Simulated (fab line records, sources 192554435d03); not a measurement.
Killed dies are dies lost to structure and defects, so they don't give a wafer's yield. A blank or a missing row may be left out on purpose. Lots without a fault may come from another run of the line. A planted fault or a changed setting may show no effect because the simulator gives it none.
Chamber matching | flow n5_finfet | N5_BEOL_M8_CURE_75 on uv_cure-03: 3 sister chambers
The step cures SiCOH lowk, time 120 s. 22 wafers are shown with their chamber, then 11 later ones without.

WAFERS WITH THEIR CHAMBER
wafer  | chamber | wafer_temp_C_max | lamp_power_pct (%)
L074.2 | 0       | 371.2            | 52.34
L074.3 | 0       | 370.8            | 52.36
L074.5 | 0       | 371.0            | 52.41
L078.1 | 2       | 371.2            | 52.40
L078.3 | 2       | 371.1            | 52.46
L078.6 | 2       | 371.4            | 52.30
L083.2 | 2       | 370.6            | 52.39
L083.5 | 2       | 371.1            | 52.30
L083.6 | 2       | 371.2            | 52.36
L082.2 | 1       | 371.3            | 52.36
L082.4 | 1       | 371.5            | 52.35
L082.5 | 1       | 371.3            | 52.36
L084.1 | 0       | 370.7            | 52.29
L084.4 | 0       | 370.6            | 52.33
L084.6 | 0       | 371.3            | 52.29
L085.1 | 0       | 370.7            | 52.41
L085.2 | 0       | 370.8            | 52.26
L085.4 | 0       | 371.0            | 52.35
L087.1 | 2       | 371.4            | 52.32
L087.2 | 2       | 371.4            | 52.36
L087.4 | 2       | 371.3            | 52.31
L086.2 | 2       | 371.3            | 52.30

SIGNATURES (means of the wafers above)
reading          | chamber 0 | chamber 1 | chamber 2 | scatter within a chamber
wafer_temp_C_max | 370.900   | 371.367   | 371.200   | 0.23
lamp_power_pct   | 52.3378   | 52.3567   | 52.3500   | 0.0504
Rule: a wafer's distance from a chamber is the root of the sum, over the readings, of the square of ((its reading less the chamber's mean) divided by the reading's scatter). The wafer belongs to the nearest chamber; if the next one is less than 2 further off, it can't be placed. The scatter: the root of (the sum of the squares of (reading less its chamber's mean) over the shown wafers, divided by (wafers less chambers)).

WAFERS WITHOUT THEIR CHAMBER
wafer  | wafer_temp_C_max | lamp_power_pct (%)
L086.4 | 371.1            | 52.33
L086.6 | 371.3            | 52.31
L093.3 | 371.3            | 52.31
L093.4 | 371.2            | 52.29
L093.6 | 371.5            | 52.26
L092.1 | 370.9            | 52.32
L092.3 | 370.8            | 52.35
L092.5 | 371.4            | 52.29
L097.1 | 371.0            | 52.32
L097.4 | 371.1            | 52.23
L097.6 | 370.6            | 52.31

WHICH CHAMBER EACH WENT THROUGH
wafer  | from the rows above          | in truth
L086.4 | can't be placed: 2 or 0 or 1 | 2
L086.6 | can't be placed: 2 or 1 or 0 | 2
L093.3 | can't be placed: 2 or 1 or 0 | 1
L093.4 | can't be placed: 2 or 1 or 0 | 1
L093.6 | can't be placed: 1 or 2 or 0 | 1
L092.1 | can't be placed: 0 or 2 or 1 | 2
L092.3 | can't be placed: 0 or 2 or 1 | 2
L092.5 | can't be placed: 1 or 2 or 0 | 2
L097.1 | can't be placed: 0 or 2 or 1 | 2
L097.4 | can't be placed: 0 or 2 or 1 | 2
L097.6 | can't be placed: 0 or 2      | 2
Placed correctly: 0 of 11. Can't be placed from these rows: 11 (the true chamber is among the candidates in 11). Placed wrongly: 0.
